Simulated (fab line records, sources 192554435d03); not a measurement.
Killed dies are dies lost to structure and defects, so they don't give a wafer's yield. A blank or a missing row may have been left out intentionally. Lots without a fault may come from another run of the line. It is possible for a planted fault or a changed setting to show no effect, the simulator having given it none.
A single fault, viewed from 3 desks	flow n5Finfet	numbers are kept per desk, each desk with only its own; the story behind them comes last

FROM THE METROLOGY DESK
Lot by lot, what the gauges showed, no matter which tool ran the lot: averages of those sampled wafers that carry a number. Any lot whose mean is over 4 standard deviations away from the usual mean is out of limits and marked OUT; that distance is given in the brackets.
Columns: A = cdNm at N5_BEOL_M10_CD_MEAS_28, usual 69.5 nm; B = V9_OVL at N5_BEOL_M10_OVL_MEAS_29, usual -0.3 nm; C = trenchDepthNm at N5_BEOL_M10_OCD_MEAS_38, usual 148 nm; D = cdNm at N5_BEOL_M10_CD_MEAS_35, usual 69.6 nm; E = M10_THK at N5_BEOL_M10_THK_MEAS_53, usual 140 nm
lot	first seen here	A	B	C	D	E
L738	day 9 22:51	68.7	-0.4	147	69.5	138
L740	day 10 19:34	68.6	-1.2	153	70.0	145
L755	day 14 22:43	69.5	-0.9	146	70.5	139
L758	day 15 08:22	70.3	-0.3	149	69.5	142
L757	day 15 11:23	69.1	0.3	146	69.6	136
L756	day 16 00:40	68.4	-1.6	153	68.9	146
Result from this desk: across the 6 lots, nothing is out of limits.

THE TOOL OWNER'S DESK: rieDiel-05
The tool's own readings at N5_BEOL_M10_TRENCH_ETCH_37 (etches SiCOH lowk in C4F6/O2, target depth 148.83 nm, time 48 s): means of the sampled wafers that have a number, for each lot that ran on this tool. Any lot whose mean is over 4 standard deviations away from the usual mean is out of limits and marked OUT; that distance is given in the brackets.
Columns: A = biasW at N5_BEOL_M10_TRENCH_ETCH_37, usual 184.9 W; B = chamberPressureMTorr at N5_BEOL_M10_TRENCH_ETCH_37, usual 29.999 mTorr; C = drypumpMotorCurrentA at N5_BEOL_M10_TRENCH_ETCH_37, usual 5.4 A; D = oesProductAu at N5_BEOL_M10_TRENCH_ETCH_37, usual 0.79 a.u.; E = rfVppV at N5_BEOL_M10_TRENCH_ETCH_37, usual 673 V; F = showerheadPlenumPTorr at N5_BEOL_M10_TRENCH_ETCH_37, usual 2.90 Torr; G = throttleValvePct at N5_BEOL_M10_TRENCH_ETCH_37, usual 20.92 %
lot	first seen here	A	B	C	D	E	F	G
L740	day 10 19:58	184.6	30.013	5.3	0.90	659	2.81	20.89
L755	day 14 23:22	176.4 (-16) OUT	30.002	5.4	0.76	652	2.85	20.93
L757	day 15 11:50	168.2 (-32) OUT	29.970	5.3	0.78	615 (-4.4) OUT	2.78	21.10
This desk's verdict: out of limits on L755, L757, starting with L755 at day 14 23:22 (biasW at N5_BEOL_M10_TRENCH_ETCH_37). Within limits: L740.

THE DEFECT DESK
For each lot, the counts of the inspections along the route, averaged over the sampled wafers that have a number. Any lot whose mean is over 4 standard deviations away from the usual mean is out of limits and marked OUT; that distance is given in the brackets.
Columns: A = rawDefectCount at N5_BEOL_M10_INSPECT_30, usual 396
lot	first seen here	A
L738	day 9 22:54	526
L740	day 10 19:37	353
L755	day 14 22:47	392
L758	day 15 08:25	516
L757	day 15 11:27	312
L756	day 16 00:44	311
Result from this desk: across the 6 lots, nothing is out of limits.

PUT TOGETHER
On L755, L757, at day 14 23:22, an alarm was possible from the tool owner's desk.
The metrology desk saw nothing out of limits.
Nothing the defect desk looked at was out of limits.
The metrology desk has L755, L757 on record, within its limits.
The defect desk has L755, L757 on record, within its limits.
N5_BEOL_M10_TRENCH_ETCH_37 was run on rieDiel-05 by each of the lots named.

WHAT THE SIMULATOR HAD INSERTED
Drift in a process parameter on rieDiel-05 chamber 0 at N5_BEOL_M10_TRENCH_ETCH_37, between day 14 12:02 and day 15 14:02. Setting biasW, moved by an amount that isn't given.
Struck lots among those shown: L755, L757.
How many hours passed from the start of the fault until each desk's first out-of-limits reading: the tool owner's desk, 11.
